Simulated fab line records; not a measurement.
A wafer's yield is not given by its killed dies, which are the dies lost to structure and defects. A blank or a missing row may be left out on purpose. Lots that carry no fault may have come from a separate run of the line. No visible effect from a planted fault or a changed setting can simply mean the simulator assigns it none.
A lot that was struck, set against a sound lot | flow n5Finfet | 30 steps out of a route of 1938
Sound: the wafers L813.1, L813.3, L813.4. Wafers L815.2, L815.3, L815.6 were the ones struck. The cause comes at the end.
Each step with rows lists, per side, the tool, then ch with its chambers, then its first start. Under that, the readings that differ: sound wafers | struck wafers | difference of the means | sigmas: that difference in standard deviations of wafers without a fault.
alike: words and numbers the same on both sides, and readings whose means are apart by under 2 such deviations; not compared: readings that were withheld, readings missing a value for some wafer, numbers with overlapping values and no deviation given by the record, and bounds like >300 which may hide the same value.
Wherever a step has rows on one side only, a row that says differs or no value, or a row with sigmas, the two part there. When numbers do not overlap yet have no deviation, they are printed without sigmas and do not part them. A reading that every wafer of one side lacks parts them only if that side has two wafers or more.

first, 10 steps without rows for these wafers: N5_STI_FIN_REVEAL_SRD_28 (time 30 s); N5_DUMMY_GATE_PRECLEAN_00 (cleans in O3/DIW, time 60 s); N5_DUMMY_GATE_SRD_01 (time 30 s); N5_DUMMY_GATE_ALD_02 (deposits SiO2, target thk 2 nm, pulse time 1 s); N5_DUMMY_GATE_CVD_03 (deposits a-Si from SiH4, target thk 150 nm, time 8042 s); N5_DUMMY_GATE_PRECLEAN_46 (cleans in DIW, time 89.5 s); N5_DUMMY_GATE_SRD_47 (dry time 32 s); N5_DUMMY_GATE_CMP_04 (polishes a-Si); N5_DUMMY_GATE_HM_DEP_06 (deposits SiNx from DCS/NH3, target thk 80 nm, time 5141 s); N5_DUMMY_GATE_PECVD_30 (deposits SiO2 from TEOS/O2, target thk 55 nm, time 10.8 s).
N5_DUMMY_GATE_COAT_34: time 60 s, resist thk 60 nm.
  sound on lithoTrack-03 ch 0, day 5 03:39; struck on lithoTrack-05 ch 0, day 5 19:04
reading                                    | sound                | struck               | difference | sigmas
spinSpeedRpm (rpm)                         | 1498.7 1499.9 1500.6 | 1198.5 1197.6 1196.3 | -302.3     | -99 or more
model.SOC_of_DUMMY_GATE_COAT_34.thkNm (nm) | 60.2 60.2 60.2       | 67.2 67 66.8         | +6.8       | 
then, 11 steps without rows for these wafers: N5_DUMMY_GATE_COAT_35 (time 60 s, resist thk 10 nm); N5_DUMMY_GATE_COAT_28 (time 60 s, resist thk 10 nm); N5_DUMMY_GATE_COAT_09 (resist thk 30 nm); N5_DUMMY_GATE_EBR_11; N5_DUMMY_GATE_SOFTBAKE_10 (time 60 s); N5_DUMMY_GATE_EXPOSE_12 (exposes mask GATE, target cd 25 nm); N5_DUMMY_GATE_PEB_13 (peb time 60 s); N5_DUMMY_GATE_DEVELOP_14 (develop time 30 s); N5_DUMMY_GATE_DESCUM_20 (chemistry O2, time 6.2 s); N5_DUMMY_GATE_ETCH_29 (etches underlayer in N2/H2, target depth 13 nm); N5_DUMMY_GATE_ETCH_36 (etches SiARC in CF4, target depth 13 nm).
N5_DUMMY_GATE_ETCH_37: etches SOC in N2/H2, target depth 60 nm, overetch 30 nm.
  sound on rieDiel-06 ch 0,1,3, day 5 04:11; struck on rieDiel-03 ch 0,2,3, day 5 19:43
reading                 | sound            | struck            | difference | sigmas
model.etch.depthNm (nm) | 60.23 60.2 60.29 | 67.12 67.04 66.88 | +6.77      | 
  alike: drypumpMotorCurrentA, n2FlowSccm, oesProductAu, rfVppV, showerheadPlenumPTorr, throttleValvePct
  not compared: rfHoursCounterH
then, 4 steps without rows for these wafers: N5_DUMMY_GATE_STRIP_38 (strips in N2/H2); N5_DUMMY_GATE_STRIP_39 (strips in N2/H2); N5_DUMMY_GATE_TRIM_49 (chemistry O2, time 29 s, target cd 14 nm); N5_DUMMY_GATE_STRIP_40 (strips in CF4).
N5_DUMMY_GATE_ETCH_31: etches SiO2 in C4F6/O2, target depth 82.5 nm, time 27.5 s.
  sound on rieDiel-02 ch 0,1,3, day 5 04:28; struck on rieDiel-03 ch 0,1,3, day 5 20:16
reading                                    | sound          | struck       | difference | sigmas
model.SOC_of_DUMMY_GATE_COAT_34.thkNm (nm) | 52.2 52.2 52.2 | 58.8 59 58.6 | +6.6       | 
  alike: drypumpMotorCurrentA, oesProductAu, rfVppV, showerheadPlenumPTorr, throttleValvePct
  not compared: rfHoursCounterH
then, 1 step without rows for these wafers: N5_DUMMY_GATE_STRIP_41 (strips in O2).
-- a jump in the record: the struck wafers' starts before and after are 5 days apart (it breaks off in module DUMMY_GATE and resumes in module BEOL_M4, where the first step shown is number 1111 of the route) --
N5_BEOL_M4_RC_MEAS_101:
  sound on prober-02 ch 0, day 10 05:49; struck on prober-02 ch 0, day 10 23:59
  alike: DIBL_N, DIBL_P, IOFF_N, IOFF_P, ION_N, ION_P, SS_N, SS_P, VT_N, VT_P

== WHERE THEY PART ==
Only at N5_DUMMY_GATE_COAT_34, within this record. Later steps at which nothing parts them and some readings are alike: N5_DUMMY_GATE_ETCH_37, N5_DUMMY_GATE_ETCH_31, N5_BEOL_M4_RC_MEAS_101.

WHY: what the simulator had put in
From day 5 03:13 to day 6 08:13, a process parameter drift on lithoTrack-05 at N5_DUMMY_GATE_COAT_34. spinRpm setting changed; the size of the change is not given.
